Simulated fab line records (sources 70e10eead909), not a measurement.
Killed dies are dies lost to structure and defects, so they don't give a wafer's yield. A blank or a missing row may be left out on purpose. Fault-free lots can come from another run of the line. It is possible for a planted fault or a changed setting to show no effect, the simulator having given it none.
fab line records    flow nand-harc
record lots=13  wafers=39  last-day=25
route steps=1159 shown A_CONTACT@842 END@1159
lots untouched by any fault: they come from a run of this same line in which no faults occurred
start-h: the number of hours between the record's first day and the start of the first shown wafer of the lot    wait-h: hours since the lot's step before    " identical to the entry in the row above    L1.1+2: a row that stands for several wafers    - no value, or no start was given    * or withheld: withheld    < > ~ a bound
route shown NAME@n: NAME is a module with steps in the file, n the number in the route of the first one    usual: mean/standard deviation taken from wafers without a fault    same: alike in all rows    chamber/n: place in a boat    sites: each site's reading    _std_site: standard deviation of those values    _edge_site: outer sites' mean less inner sites'    radius-mm: how far each site lies from the wafer's centre    mask NAME#n: copy n    behind: the most recent tool/chamber to have shaped the wafer    hold: why the lot was held/for how many hours/how that ended    device: names the non-switching transistor (n, p or np)    end of line: tests run on the same wafers once the route is complete    a step given without rows: its recipe and nothing more    killed: at the first sort, the dies lost to defects and structure; wafer yield is something else    map: the dies of a wafer, with x for killed, . for not killed, _ for no die there
set.NAME: setting as actually run; set.NAME@STEP: the setting as run at that earlier step    model.NAME: the simulator's own value behind a step, which no gauge read
route steps across a sampled set of lots; one table per step, one row per wafer
services: the hour from which a tool's chamber was out of use, counted from the record's first day as start-h (under 0 if before that day), plus the number of hours and why
## steps
# step NHARC_A_CONTACT_DEP_28
# recipe target-thk-a=36000  temp-c=400  material=aC
# usual throttle-valve-pct=35.000/0.01
lot.wafer  tool        chamber  start-h  wait-h  throttle-valve-pct
L206.1     acl-dep-01  0        365.65   3.5     35.004
L206.2     "           0        "        "       34.997
L206.5     "           0        367.11   5.0     34.993
L210.3     acl-dep-01  0        397.53   1.3     34.993
L210.5     "           0        "        "       35.013
L210.6     "           0        "        "       35.002
L215.1     acl-dep-01  0        436.55   3.3     35.004
L215.2     "           0        "        "       35.002
L215.4     "           0        "        "       34.994
L216.1     acl-dep-01  0        449.21   0.1     35.001
L216.4     "           0        450.31   1.2     34.988
L216.5     "           0        "        "       35.003
L220.1     acl-dep-03  0        459.77   1.7     34.985
L220.2     "           0        "        "       34.990
L220.4     "           0        "        "       35.005
L217.1     acl-dep-01  0        460.98   2.9     34.988
L217.2     "           0        "        "       34.997
L217.4     "           0        "        "       34.993
L219.1     acl-dep-03  0        462.08   0.1     34.985
L219.2     "           0        "        "       34.996
L219.5     "           0        463.54   1.5     35.012
L221.2     acl-dep-03  0        467.12   0.8     35.007
L221.3     "           0        "        "       35.009
L221.6     "           0        468.59   2.3     35.015
L223.3     acl-dep-03  0        481.20   5.0     34.999
L223.5     "           0        "        "       35.004
L223.6     "           0        "        "       34.985
L224.1     acl-dep-03  0        485.22   2.7     35.019
L224.2     "           0        "        "       34.995
L224.6     "           0        487.07   4.5     35.011
L222.1     acl-dep-02  0        486.43   3.5     34.984
L222.3     "           0        "        "       34.999
L222.4     "           0        "        "       35.017
L225.3     acl-dep-01  0        491.16   3.8     35.011
L225.5     "           0        "        "       34.986
L225.6     "           0        "        "       35.000
L227.1     acl-dep-01  0        513.96   0.1     35.000
L227.2     "           0        "        "       35.005
L227.4     "           0        "        "       35.005
# step NHARC_A_CONTACT_DESCUM_47
# recipe time-s=3  o2-flow-sccm=200  ar-flow-sccm=0  bias-power-w=0  chemistry=O2
# usual drypump-motor-current-A=5.83/0.26  oes-product-au=1.001/0.0088  rf-vpp-V=57.7/0.94  showerhead-plenum-p-Torr=1.89/0.09  throttle-valve-pct=11.310/0.0088
lot.wafer  tool         chamber  start-h  wait-h  drypump-motor-current-A  oes-product-au  rf-hours-counter-h  rf-vpp-V  showerhead-plenum-p-Torr  throttle-valve-pct
L206.1     rie-diel-09  2        368.77   0.1     5.98                     0.984           19                  56.9      1.77                      11.313
L206.2     "            1        "        "       5.46                     1.010           19                  56.9      1.81                      11.304
L206.5     "            2        "        "       5.99                     0.988           -                   57.3      1.77                      11.329
L210.3     rie-diel-09  2        399.94   0.1     6.01                     0.984           24                  58.2      1.76                      11.335
L210.5     "            2        "        "       6.02                     0.994           -                   59.1      1.76                      11.308
L210.6     "            3        "        "       6.11                     1.002           -                   58.0      1.94                      11.318
L215.4     rie-diel-03  1        439.87   0.2     5.65                     0.989           15                  57.9      1.91                      11.310
L215.1     "            2        "        "       5.87                     1.015           14                  59.1      1.97                      11.301
L215.2     "            0        "        "       5.87                     1.002           15                  59.1      1.89                      11.311
L216.4     rie-diel-09  2        452.61   0.1     5.99                     0.997           2                   59.5      2.08                      11.290
L216.1     "            1        "        "       5.48                     1.000           2                   56.5      1.80                      11.307
L216.5     "            3        "        "       6.11                     1.000           -                   57.5      1.94                      11.317
L220.1     rie-diel-03  2        462.94   0.1     5.89                     1.006           25                  58.0      1.97                      11.308
L220.2     "            3        "        "       5.71                     1.014           25                  56.1      1.81                      11.302
L220.4     "            0        "        "       5.85                     0.983           26                  55.1      1.89                      11.304
L217.2     rie-diel-09  2        464.15   0.1     6.00                     0.994           4                   58.5      2.08                      11.305
L217.1     "            3        "        "       6.10                     0.993           4                   58.3      1.94                      11.302
L217.4     "            0        "        "       5.77                     0.998           5                   56.8      1.81                      11.312
L219.1     rie-diel-02  3        465.23   0.1     6.46                     1.002           47                  58.9      2.06                      11.294
L219.2     "            0        "        "       6.28                     1.000           48                  56.7      1.84                      11.289
L219.5     "            1        "        "       5.10                     1.004           -                   57.5      2.06                      11.306
L221.2     rie-diel-03  0        469.98   0.1     5.85                     0.992           29                  57.6      1.89                      11.310
L221.3     "            3        "        "       5.72                     1.008           27                  58.3      1.81                      11.320
L221.6     "            1        "        "       5.65                     0.994           -                   56.8      1.91                      11.329
L223.3     rie-diel-02  0        483.60   0.1     6.26                     1.002           54                  56.9      1.84                      11.307
L223.5     "            3        "        "       6.48                     0.994           -                   58.9      2.06                      11.312
L223.6     "            0        "        "       6.27                     0.995           -                   57.9      1.84                      11.297
L224.2     rie-diel-09  3        488.37   0.1     6.09                     1.004           8                   58.2      1.93                      11.318
L224.1     "            0        "        "       5.74                     1.004           9                   58.4      1.81                      11.308
L224.6     "            3        "        "       6.11                     1.005           -                   58.5      1.93                      11.317
L222.3     rie-diel-02  2        489.53   0.1     5.65                     1.006           56                  56.8      1.84                      11.311
L222.4     "            3        "        "       6.45                     0.998           55                  58.2      2.06                      11.316
L222.1     "            0        "        "       6.27                     0.988           55                  58.8      1.84                      11.311
L225.3     rie-diel-09  0        493.47   0.1     5.76                     0.989           10                  56.6      1.81                      11.307
L225.6     "            3        "        "       6.10                     1.001           -                   56.8      1.93                      11.307
L225.5     "            0        "        "       5.77                     1.013           -                   57.9      1.81                      11.314
L227.1     rie-diel-03  0        517.24   0.1     5.87                     1.001           45                  57.3      1.89                      11.317
L227.2     "            1        "        "       5.64                     1.001           46                  57.2      1.90                      11.303
L227.4     "            2        "        "       5.87                     1.004           44                  57.8      1.96                      11.310
# step NHARC_A_CONTACT_ETCH_112
# recipe source-w=withheld  pressure-mtorr=20  bias-v=3000  time-s=94  target-depth-a=9220  ar-flow-sccm=withheld  c4f8-flow-sccm=withheld  o2-flow-sccm=withheld  chemistry=C4F8/O2/Ar
# usual chamber-pressure-mTorr=19.998/0.019  oes-air-line-au=1.004/0.019
lot.wafer  tool             chamber  start-h  wait-h  chamber-pressure-mTorr  oes-air-line-au  rf-hours-counter-h
L206.1     har-cap-etch-01  1        370.22   0.2     20.020                  1.023            55
L206.2     "                0        "        "       19.989                  0.977            55
L206.5     "                1        "        "       20.007                  1.025            -
L210.3     har-cap-etch-01  1        401.54   0.1     19.964                  1.015            -
L210.6     "                0        "        "       19.993                  0.993            -
L210.5     "                1        "        "       20.013                  0.972            -
L215.2     har-cap-etch-01  0        442.83   0.2     -                       -                -
L215.1     "                1        "        "       -                       -                -
L215.4     "                0        "        "       -                       -                -
L216.1     har-cap-etch-03  0        454.16   0.2     -                       -                -
L216.4     "                1        "        "       -                       -                -
L216.5     "                1        "        "       -                       -                -
L220.2     har-cap-etch-02  0        464.45   0.2     20.007                  1.016            23
L220.1     "                1        "        "       20.006                  1.001            23
L220.4     "                0        "        "       19.972                  1.004            -
L217.2     har-cap-etch-01  0        465.96   0.2     -                       -                -
L217.1     "                1        "        "       -                       -                -
L217.4     "                0        "        "       -                       -                -
L219.1     har-cap-etch-03  0        466.80   0.2     19.972                  0.992            99
L219.2     "                1        "        "       20.015                  1.003            99
L219.5     "                1        "        "       19.997                  1.029            -
L221.2     har-cap-etch-01  1        471.52   0.1     20.016                  0.994            73
L221.3     "                0        "        "       19.980                  0.982            -
L221.6     "                0        "        "       19.972                  1.004            -
L223.3     har-cap-etch-03  0        485.65   0.2     19.992                  1.003            -
L223.6     "                0        "        "       20.035                  1.013            -
L223.5     "                1        "        "       19.977                  0.979            -
L224.2     har-cap-etch-02  1        489.83   0.2     19.969                  0.972            28
L224.1     "                0        "        "       20.007                  0.994            28
L224.6     "                0        "        "       19.971                  1.020            -
L222.1     har-cap-etch-03  0        491.08   0.2     19.999                  0.979            104
L222.4     "                1        "        "       20.008                  1.015            -
L222.3     "                0        "        "       19.989                  1.014            -
L225.3     har-cap-etch-02  0        494.96   0.1     20.029                  1.005            -
L225.5     "                0        "        "       19.973                  1.010            -
L225.6     "                1        "        "       20.002                  1.020            -
L227.2     har-cap-etch-02  1        518.73   0.2     20.048                  1.006            32
L227.1     "                0        "        "       19.999                  1.017            32
L227.4     "                1        "        "       20.012                  1.017            -
# step NHARC_A_CONTACT_ETCH_120
# recipe source-w=withheld  pressure-mtorr=20  bias-v=3000  time-s=94  target-depth-a=9220  ar-flow-sccm=withheld  c4f8-flow-sccm=withheld  o2-flow-sccm=withheld  chemistry=C4F8/O2/Ar
# usual chamber-pressure-mTorr=20.002/0.016  oes-air-line-au=0.999/0.019
lot.wafer  tool             chamber  start-h  wait-h  chamber-pressure-mTorr  oes-air-line-au  rf-hours-counter-h
L206.1     har-cap-etch-01  1        370.95   0.1     19.999                  1.042            55
L206.2     "                0        "        "       20.008                  1.024            55
L206.5     "                1        "        "       20.004                  0.995            -
L210.3     har-cap-etch-01  1        402.27   0.1     20.022                  1.004            -
L210.6     "                0        "        "       20.002                  0.981            -
L210.5     "                1        "        "       19.998                  0.966            -
L215.2     har-cap-etch-01  0        443.56   0.1     19.988                  1.016            69
L215.1     "                1        "        "       19.999                  0.981            69
L215.4     "                0        "        "       19.991                  0.998            -
L216.1     har-cap-etch-03  0        455.13   0.1     20.006                  1.003            97
L216.4     "                1        "        "       19.991                  0.966            -
L216.5     "                1        "        "       20.010                  0.996            -
L220.2     har-cap-etch-02  0        465.18   0.1     20.010                  0.985            24
L220.1     "                1        "        "       20.030                  1.015            24
L220.4     "                0        "        "       19.988                  0.974            -
L217.2     har-cap-etch-01  0        466.68   0.1     20.005                  0.976            72
L217.1     "                1        "        "       19.970                  0.989            72
L217.4     "                0        "        "       20.003                  0.981            -
L219.1     har-cap-etch-03  0        467.76   0.1     19.993                  0.999            99
L219.2     "                1        "        "       19.994                  0.964            99
L219.5     "                1        "        "       19.999                  0.973            -
L221.2     har-cap-etch-01  1        472.24   0.1     20.031                  1.008            74
L221.3     "                0        "        "       19.988                  1.009            -
L221.6     "                0        "        "       19.978                  0.969            -
L223.3     har-cap-etch-03  0        486.62   0.1     19.986                  0.993            -
L223.6     "                0        "        "       19.993                  0.989            -
L223.5     "                1        "        "       20.017                  1.000            -
L224.2     har-cap-etch-02  1        490.57   0.1     19.975                  1.014            28
L224.1     "                0        "        "       20.013                  1.013            28
L224.6     "                0        "        "       20.022                  1.011            -
L222.1     har-cap-etch-03  0        491.80   0.1     20.007                  0.997            104
L222.4     "                1        "        "       20.006                  1.007            -
L222.3     "                0        "        "       20.030                  0.983            -
L225.3     har-cap-etch-02  0        495.68   0.1     20.024                  1.001            -
L225.5     "                0        "        "       19.999                  1.035            -
L225.6     "                1        "        "       19.997                  0.996            -
L227.2     har-cap-etch-02  1        519.46   0.1     20.002                  0.981            33
L227.1     "                0        "        "       19.988                  1.011            33
L227.4     "                1        "        "       20.003                  0.993            -
# step NHARC_END_SORT_01
# recipe temp-c=25
# usual killed-at-array=28/11  killed-at-other=0.5/0.85  killed-at-periphery=2.7/1.9  killed-dies=32/12  killed-open=3.3/1.6  killed-short=2.1/1.5
# same gross-dies=677
lot.wafer  tool       chamber  start-h  wait-h  killed-at-array  killed-at-other  killed-at-periphery  killed-dies  killed-open  killed-short
L215.1     prober-02  0        520.66   2.5     671              1                5                    677          4            1
L215.2     prober-02  0        521.47   2.8     674              2                1                    677          1            1
L215.4     prober-02  0        523.09   3.4     668              4                5                    677          2            3
L216.1     prober-01  0        525.81   2.5     673              0                4                    677          2            3
L216.4     prober-01  0        528.20   3.4     667              0                10                   677          4            3
L216.5     prober-01  0        529.00   3.7     672              1                4                    677          3            1
L220.1     prober-02  0        548.36   2.5     26               0                1                    27           2            1
L220.2     prober-02  0        549.16   2.8     27               0                0                    27           4            1
L220.4     prober-02  0        550.76   3.4     27               0                2                    29           3            0
L217.1     prober-01  0        548.41   2.5     673              0                4                    677          6            2
L217.2     prober-01  0        549.21   2.8     675              0                2                    677          4            1
L217.4     prober-01  0        550.81   3.4     674              1                2                    677          2            4
L221.2     prober-02  0        556.91   2.8     31               1                3                    35           2            0
L221.3     prober-02  0        557.71   3.1     31               0                1                    32           4            3
L222.1     prober-02  0        563.94   2.5     12               0                1                    13           1            2
L222.4     prober-02  0        566.34   3.4     16               0                4                    20           2            3
L223.3     prober-02  0        573.35   3.1     29               0                0                    29           0            1
L223.5     prober-02  0        574.97   3.7     42               0                4                    46           3            1
L223.6     prober-02  0        575.78   4.0     44               0                4                    48           4            3
# killed by level:class
L215.1 A_CONTACT:area-etch=634 A_SLIT:chamber-film-flake=15 A_CHANNEL_HOLE_D1:chamber-film-flake=5 A_STAIRCASE:chamber-film-flake=4 A_WL_FILL:chamber-film-flake=4 P_ZERO_WELL:chamber-film-flake=2 P_GATE:chamber-film-flake=2 A_CONTACT:chamber-film-flake=2
L215.2 A_CONTACT:area-etch=654 A_SLIT:chamber-film-flake=5 A_CHANNEL_HOLE_D1:chamber-film-flake=4 A_ZERO_WELL:chamber-film-flake=3 A_WL_FILL:chamber-film-flake=3 THIN_TSV:chamber-film-flake=2 A_CHANNEL_FILL_D1:geometric-particle:open=1 A_CHANNEL_FILL_D1:geometric-particle:short=1
L215.4 A_CONTACT:area-etch=640 A_SLIT:chamber-film-flake=19 A_CHANNEL_HOLE_D1:chamber-film-flake=4 THIN_TSV:chamber-film-flake=4 P_ZERO_WELL:chamber-film-flake=2 A_WL_FILL:chamber-film-flake=2 P_GATE:geometric-particle:short=1 P_CONTACT:geometric-particle:short=1
L216.1 A_CONTACT:area-etch=643 A_SLIT:chamber-film-flake=15 A_CHANNEL_HOLE_D1:chamber-film-flake=5 A_STAIRCASE:chamber-film-flake=3 A_SOURCE_PLATE:geometric-particle:short=2 P_M1:chamber-film-flake=2 A_CONTACT:chamber-film-flake=2 P_CONTACT:geometric-particle:open=1
L216.4 A_CONTACT:area-etch=630 A_SLIT:chamber-film-flake=16 A_CHANNEL_HOLE_D1:chamber-film-flake=7 P_M1:chamber-film-flake=5 A_CONTACT:chamber-film-flake=4 P_STI:chamber-film-flake=3 A_CONTACT:geometric-particle:open=2 A_M0:chamber-film-flake=2
L216.5 A_CONTACT:area-etch=640 A_SLIT:chamber-film-flake=15 A_CHANNEL_HOLE_D1:chamber-film-flake=6 A_STAIRCASE:chamber-film-flake=4 P_M1:chamber-film-flake=3 A_CONTACT:chamber-film-flake=3 P_GATE:geometric-particle:open=1 A_SGD_CUT:geometric-particle:open=1
L220.1 A_CHANNEL_HOLE_D1:chamber-film-flake=14 A_CONTACT:chamber-film-flake=5 A_STAIRCASE:chamber-film-flake=3 P_CONTACT:geometric-particle:open=1 A_CHANNEL_FILL_D1:geometric-particle:open=1 A_CHANNEL_FILL_D1:geometric-particle:short=1 A_ZERO_WELL:chamber-film-flake=1 A_WL_FILL:chamber-film-flake=1
L217.1 A_CONTACT:area-etch=622 A_SLIT:chamber-film-flake=24 A_CHANNEL_HOLE_D1:chamber-film-flake=16 A_WL_FILL:geometric-particle:open=3 A_STAIRCASE:chamber-film-flake=3 P_CONTACT:geometric-particle:short=1 P_M0:geometric-particle:open=1 A_ONON_D1:geometric-particle:short=1
L220.2 A_CHANNEL_HOLE_D1:chamber-film-flake=16 A_CONTACT:chamber-film-flake=4 A_M0:geometric-particle:open=2 A_STAIRCASE:chamber-film-flake=2 A_CONTACT:geometric-particle:open=1 A_BLC:geometric-particle:open=1 A_M0:geometric-particle:short=1
L217.2 A_CONTACT:area-etch=633 A_SLIT:chamber-film-flake=20 A_CHANNEL_HOLE_D1:chamber-film-flake=10 A_STAIRCASE:chamber-film-flake=4 A_CONTACT:geometric-particle:open=2 A_CHANNEL_FILL_D1:chamber-film-flake=2 A_CONTACT:chamber-film-flake=2 P_M0:geometric-particle:open=1
L220.4 A_CHANNEL_HOLE_D1:chamber-film-flake=17 A_STAIRCASE:chamber-film-flake=4 A_CONTACT:chamber-film-flake=3 P_M0:geometric-particle:open=1 A_STAIRCASE:geometric-particle:open=1 A_CONTACT:geometric-particle:open=1 P_M1:chamber-film-flake=1 A_WL_FILL:chamber-film-flake=1
L217.4 A_CONTACT:area-etch=642 A_SLIT:chamber-film-flake=14 A_CHANNEL_HOLE_D1:chamber-film-flake=8 A_STAIRCASE:chamber-film-flake=4 P_STI:geometric-particle:short=1 A_WL_FILL:geometric-particle:open=1 A_CONTACT:geometric-particle:open=1 A_CONTACT:geometric-particle:short=1
L221.2 A_SLIT:chamber-film-flake=12 A_CHANNEL_HOLE_D1:chamber-film-flake=10 A_CONTACT:chamber-film-flake=8 P_CONTACT:geometric-particle:open=1 P_M0:geometric-particle:open=1 P_GATE:chamber-film-flake=1 A_STAIRCASE:chamber-film-flake=1 THIN_TSV:chamber-film-flake=1
L221.3 A_SLIT:chamber-film-flake=15 A_CONTACT:chamber-film-flake=6 A_CONTACT:geometric-particle:open=2 A_CHANNEL_HOLE_D1:chamber-film-flake=2 A_ONON_D1:geometric-particle:short=1 A_CHANNEL_HOLE_D1:geometric-particle:short=1 A_CHANNEL_FILL_D1:geometric-particle:short=1 A_CHANNEL_FILL_D1:geometric-particle:open=1
L222.1 A_CHANNEL_HOLE_D1:chamber-film-flake=4 A_WL_FILL:chamber-film-flake=2 P_CONTACT:geometric-particle:open=1 A_WL_FILL:geometric-particle:short=1 A_M0:geometric-particle:short=1 A_CHANNEL_FILL_D1:chamber-film-flake=1 A_STAIRCASE:chamber-film-flake=1 A_SLIT:chamber-film-flake=1
L222.4 A_CHANNEL_HOLE_D1:chamber-film-flake=5 A_CONTACT:chamber-film-flake=4 A_STAIRCASE:chamber-film-flake=3 P_GATE:geometric-particle:short=1 P_M0:geometric-particle:open=1 A_ONON_D1:geometric-particle:short=1 A_WL_FILL:geometric-particle:short=1 A_CONTACT:geometric-particle:open=1
L223.3 A_CHANNEL_HOLE_D1:chamber-film-flake=10 A_SLIT:chamber-film-flake=8 A_CONTACT:chamber-film-flake=5 A_STAIRCASE:chamber-film-flake=4 A_WL_FILL:geometric-particle:short=1 A_WL_FILL:chamber-film-flake=1
L223.5 A_SLIT:chamber-film-flake=20 A_CHANNEL_HOLE_D1:chamber-film-flake=12 A_STAIRCASE:chamber-film-flake=4 A_CONTACT:chamber-film-flake=3 P_M0:geometric-particle:open=2 P_ZERO_WELL:chamber-film-flake=2 A_WL_FILL:geometric-particle:short=1 A_WL_FILL:geometric-particle:open=1
L223.6 A_SLIT:chamber-film-flake=19 A_CHANNEL_HOLE_D1:chamber-film-flake=10 A_STAIRCASE:chamber-film-flake=5 A_CONTACT:chamber-film-flake=3 P_ZERO_WELL:chamber-film-flake=2 A_WL_FILL:chamber-film-flake=2 P_M0:geometric-particle:short=1 P_M2:geometric-particle:open=1
## services
tool         chamber  start-h  hours  kind
rie-diel-09  2        350.26   6.1    repair
acl-dep-02   -        351.95   13.0   pm
rie-diel-09  0        361.42   -      clean
rie-diel-09  1        361.42   -      clean
rie-diel-09  2        361.42   -      clean
rie-diel-09  3        361.42   -      clean
rie-diel-03  1        362.93   8.5    repair
rie-diel-09  0        385.92   -      clean
rie-diel-09  1        385.92   -      clean
rie-diel-09  2        385.92   -      clean
rie-diel-09  3        385.92   -      clean
rie-diel-03  -        392.40   9.0    pm
acl-dep-03   -        406.93   13.0   pm
rie-diel-09  0        410.74   -      clean
rie-diel-09  1        410.74   -      clean
rie-diel-09  2        410.74   -      clean
rie-diel-09  1        416.14   3.3    repair
rie-diel-09  -        431.41   9.0    pm
acl-dep-01   -        440.13   2.3    repair
rie-diel-02  1        467.53   6.4    repair
acl-dep-01   -        477.43   13.0   pm
rie-diel-03  0        486.63   5.8    repair
rie-diel-02  -        505.06   9.0    pm
rie-diel-09  2        509.84   4.7    repair
## key
first-sign step=NHARC_A_CONTACT_ETCH_112  reading=tool-record  direction=missing
effect step=NHARC_END_SORT_01  reading=killed-at-array  direction=up  sigmas=57  usual=28  struck=672
more-kills-born-at NHARC_A_CONTACT_ETCH_112@har-cap-etch-01=3825  NHARC_A_CONTACT_ETCH_112@har-cap-etch-03=1913
met-at NHARC_A_CONTACT_ETCH_112
struck-lots L215,L216,L217
later-rows-left-out L215.1,L215.2,L215.4,L216.1,L216.4,L216.5,L217.1,L217.2,L217.4
tester-left-out L215,L216,L217
not-acting-at NHARC_A_CONTACT_DEP_28,NHARC_A_CONTACT_DESCUM_47,NHARC_A_CONTACT_ETCH_120
onset-between 401.54 442.83
fault kind=skipped-step-whole  tool=har-cap-etch-01,har-cap-etch-03  chamber=-  onset-h=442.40  steps=NHARC_A_CONTACT_ETCH_112  scope=struck-lots-only
# tester-left-out: of these lots the tester's yield and bins aren't shown, on N5 and GAA mostly nor the transistor test; their killed dies are dies lost to structure and defects alone, not to doping, threshold or leakage, so they don't give the yield
# later-rows-left-out: the simulator's readings of these wafers behind a module that went badly wrong aren't trusted and aren't shown, but for the sort
